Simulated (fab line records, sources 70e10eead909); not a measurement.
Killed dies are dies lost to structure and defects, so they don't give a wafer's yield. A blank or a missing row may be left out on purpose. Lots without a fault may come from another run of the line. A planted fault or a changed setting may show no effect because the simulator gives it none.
Which tool did it? | flow nand_harc | 13 lots, 39 wafers sampled, at 5 steps of a route of 1302

WHAT THE GAUGES READ, wafer by wafer
NHARC_END_SORT_01.
lot  | measured     | on        | killed_at_array | killed_at_other | killed_at_periphery | killed_dies | killed_open | killed_short
L985 | day 29 15:52 | prober-01 | 14 30 15        | 0 1 2           | 5 6 2               | 19 37 19    | 0 9 2       | 1 4 1
L996 | day 33 00:01 | prober-02 | 128 98 151      | 1 0 1           | 2 3 1               | 131 101 153 | 1 4 4       | 3 1 1
L995 | day 32 20:44 | prober-01 | 153 107 143     | 5 2 2           | 4 7 4               | 162 116 149 | 5 5 1       | 1 3 0

WHICH TOOL RAN EACH LOT (tool, then ch and the chambers of the sampled wafers, then the start)
lot  | NHARC_A_STAIRCASE_TRIM_233         | NHARC_A_M1_CMP_23             | NHARC_A_M1_DEP_33               | NHARC_THIN_TSV_STRIP_62
L976 | rie_diel-11 ch 1,2, day 15 16:26   | cmp-02 ch 1,2, day 22 08:37   | pecvd-04 ch 0,2, day 22 09:14   | plasma_asher-02 ch 0,1, day 23 06:44
L978 | rie_diel-11 ch 1,2, day 16 11:57   | cmp-02 ch 0,1,3, day 23 20:17 | pecvd-02 ch 1,2, day 23 20:53   | plasma_asher-02 ch 0,1, day 24 17:46
L980 | rie_diel-05 ch 1,2, day 17 07:12   | cmp-02 ch 1,3, day 24 09:47   | pecvd-03 ch 1,2, day 24 10:26   | plasma_asher-02 ch 0,1, day 25 05:41
L981 | rie_diel-09 ch 0,2,3, day 18 10:20 | cmp-03 ch 1,2,3, day 25 02:20 | pecvd-03 ch 0,1,2, day 25 03:00 | plasma_asher-01 ch 0,1, day 26 07:31
L983 | rie_diel-09 ch 0,1,2, day 19 15:11 | cmp-01 ch 1,3, day 26 15:08   | pecvd-02 ch 0,2, day 26 15:46   | plasma_asher-02 ch 0, day 27 11:12
L984 | rie_diel-05 ch 0,2,3, day 19 21:15 | cmp-02 ch 2,3, day 26 17:16   | pecvd-04 ch 0,1,2, day 26 17:55 | plasma_asher-02 ch 0,1, day 27 12:32
L985 | rie_diel-11 ch 1,2, day 20 15:37   | cmp-02 ch 1,2, day 28 04:29   | pecvd-03 ch 0,2, day 28 05:08   | plasma_asher-02 ch 0,1, day 29 00:56
L986 | rie_diel-05 ch 1,2,3, day 20 15:50 | cmp-01 ch 0,1,2, day 28 00:13 | pecvd-03 ch 0,2, day 28 00:50   | plasma_asher-02 ch 0,1, day 28 18:14
L988 | rie_diel-11 ch 0,1,3, day 21 06:13 | cmp-02 ch 0,3, day 28 13:05   | pecvd-03 ch 0,2, day 28 13:45   | plasma_asher-02 ch 0,1, day 29 09:16
L993 | rie_diel-09 ch 2,3, day 23 07:36   | cmp-02 ch 1,3, day 30 04:11   | pecvd-02 ch 0,1,2, day 30 04:52 | plasma_asher-01 ch 0,1, day 31 00:41
L996 | rie_diel-11 ch 0,1,2, day 24 02:14 | cmp-01 ch 0,2,3, day 31 05:37 | pecvd-03 ch 0,2, day 31 06:13   | plasma_asher-02 ch 0,1, day 32 06:21
L995 | rie_diel-11 ch 0,1,3, day 24 06:02 | cmp-01 ch 0,1,2, day 31 03:37 | pecvd-02 ch 1,2, day 31 04:14   | plasma_asher-02 ch 0,1, day 32 05:02
L997 | rie_diel-09 ch 0,2,3, day 24 21:21 | cmp-02 ch 0,1,3, day 31 16:10 | pecvd-02 ch 0,1,2, day 31 16:47 | plasma_asher-02 ch 0,1, day 32 16:40
- NHARC_A_STAIRCASE_TRIM_233: chemistry O2, time 211.2 s.
- NHARC_A_M1_CMP_23: polishes, t overpolish 20 s, target thk 154.34 nm.
- NHARC_A_M1_DEP_33: deposits SiCN, target thk 30 nm.
- NHARC_THIN_TSV_STRIP_62: strips in N2/H2, time 20 s.

WHAT THE TOOLS THEMSELVES READ (means of the sampled wafers that have a number; where no wafer has one, the mark that the record gives instead)
NHARC_A_STAIRCASE_TRIM_233.
lot  | tool        | drypump_motor_current_A (A) | o2_flow_sccm (sccm) | oes_product_au (a.u.) | rf_vpp_V (V) | showerhead_plenum_p_Torr (Torr) | throttle_valve_pct (%)
L976 | rie_diel-11 | 5.86                        | 500.3               | 0.990                 | 57.4         | 3.31                            | 17.030
L978 | rie_diel-11 | 5.67                        | 500.6               | 0.994                 | 57.4         | 3.33                            | 17.032
L980 | rie_diel-05 | 5.88                        | 497.9               | 1.010                 | 57.7         | 3.42                            | 17.043
L981 | rie_diel-09 | 5.51                        | 500.1               | 0.999                 | 58.1         | 3.38                            | 17.042
L983 | rie_diel-09 | 5.50                        | 500.4               | 1.005                 | 57.5         | 3.49                            | 17.028
L984 | rie_diel-05 | 5.90                        | 499.9               | 1.000                 | 57.2         | 3.50                            | 17.038
L985 | rie_diel-11 | 5.87                        | 501.0               | 1.006                 | 58.8         | 3.64                            | 17.039
L986 | rie_diel-05 | 5.95                        | 500.9               | 1.001                 | 57.6         | 3.49                            | 17.032
L988 | rie_diel-11 | 5.72                        | 499.9               | 1.001                 | 57.3         | 3.37                            | 17.032
L993 | rie_diel-09 | 5.71                        | 501.1               | 0.996                 | 58.7         | 3.65                            | 17.033
L996 | rie_diel-11 | 5.82                        | 499.9               | 1.006                 | 57.0         | 3.47                            | 17.038
L995 | rie_diel-11 | 5.71                        | 500.3               | 0.989                 | 56.8         | 3.35                            | 17.036
L997 | rie_diel-09 | 5.47                        | 499.1               | 1.007                 | 58.6         | 3.71                            | 17.030

NHARC_A_M1_CMP_23.
lot  | tool   | motor_current_A (A) | pad_life_wafers | time_to_endpoint_s (s)
L976 | cmp-02 | 12.9                | 294             | 30.6
L978 | cmp-02 | 12.6                | 50              | 29.8
L980 | cmp-02 | 12.0                | 109             | 30.1
L981 | cmp-03 | 11.9                | 93              | 26.7
L983 | cmp-01 | 12.2                | 115             | 29.1
L984 | cmp-02 | 12.0                | 282             | 27.7
L985 | cmp-02 | 12.9                | 86              | 28.2
L986 | cmp-01 | 12.3                | 254             | 27.2
L988 | cmp-02 | 12.0                | 126             | 29.1
L993 | cmp-02 | 12.6                | 266             | 25.8
L996 | cmp-01 | 12.6                | 200             | 29.9
L995 | cmp-01 | 12.4                | 181             | 31.5
L997 | cmp-02 | 12.9                | 43              | 31.4

NHARC_A_M1_DEP_33.
lot  | tool     | heater_power_w (W)
L976 | pecvd-04 | 524
L978 | pecvd-02 | 573
L980 | pecvd-03 | 547
L981 | pecvd-03 | 569
L983 | pecvd-02 | 555
L984 | pecvd-04 | 574
L985 | pecvd-03 | 596
L986 | pecvd-03 | 612
L988 | pecvd-03 | 605
L993 | pecvd-02 | 539
L996 | pecvd-03 | 542
L995 | pecvd-02 | 604
L997 | pecvd-02 | 577

NHARC_THIN_TSV_STRIP_62.
lot  | tool            | drypump_motor_current_A (A) | heater_power_w (W)
L976 | plasma_asher-02 | 5.62                        | 344
L978 | plasma_asher-02 | 5.61                        | 344
L980 | plasma_asher-02 | 5.62                        | 347
L981 | plasma_asher-01 | 6.18                        | 346
L983 | plasma_asher-02 | 5.80                        | 319
L984 | plasma_asher-02 | 5.70                        | 335
L985 | plasma_asher-02 | 5.71                        | 339
L986 | plasma_asher-02 | 5.70                        | 334
L988 | plasma_asher-02 | 5.61                        | 346
L993 | plasma_asher-01 | 5.95                        | 345
L996 | plasma_asher-02 | 5.71                        | 337
L995 | plasma_asher-02 | 5.70                        | 334
L997 | plasma_asher-02 | 5.70                        | 330

THE ANSWER, worked out from the rows above alone
Rule: what is usual is taken from the lots themselves. Put in order of their means at a reading, lots are off if they are a third of the lots or fewer, leave a main group of 4 or more, and stand apart from it by a gap of 3 or more times the standard deviation of the main group's means; of several such gaps the widest counts. A main group whose means are all the same, to the digits that the tables above print for the reading, isn't used. A lot without any number at a reading at which 4 lots or more have one is off too. The other lots that the step has rows for count as sound. The gauges are gone through in route order, then the tools' own readings, and for those a lot's mean is taken as printed above. The first step at which some lot is off is used, and at that step the reading that is off furthest; a lot without a number counts as furthest.
No lot is off at any reading shown: from this, nothing can be told.

WHAT THE SIMULATOR HAD PUT IN
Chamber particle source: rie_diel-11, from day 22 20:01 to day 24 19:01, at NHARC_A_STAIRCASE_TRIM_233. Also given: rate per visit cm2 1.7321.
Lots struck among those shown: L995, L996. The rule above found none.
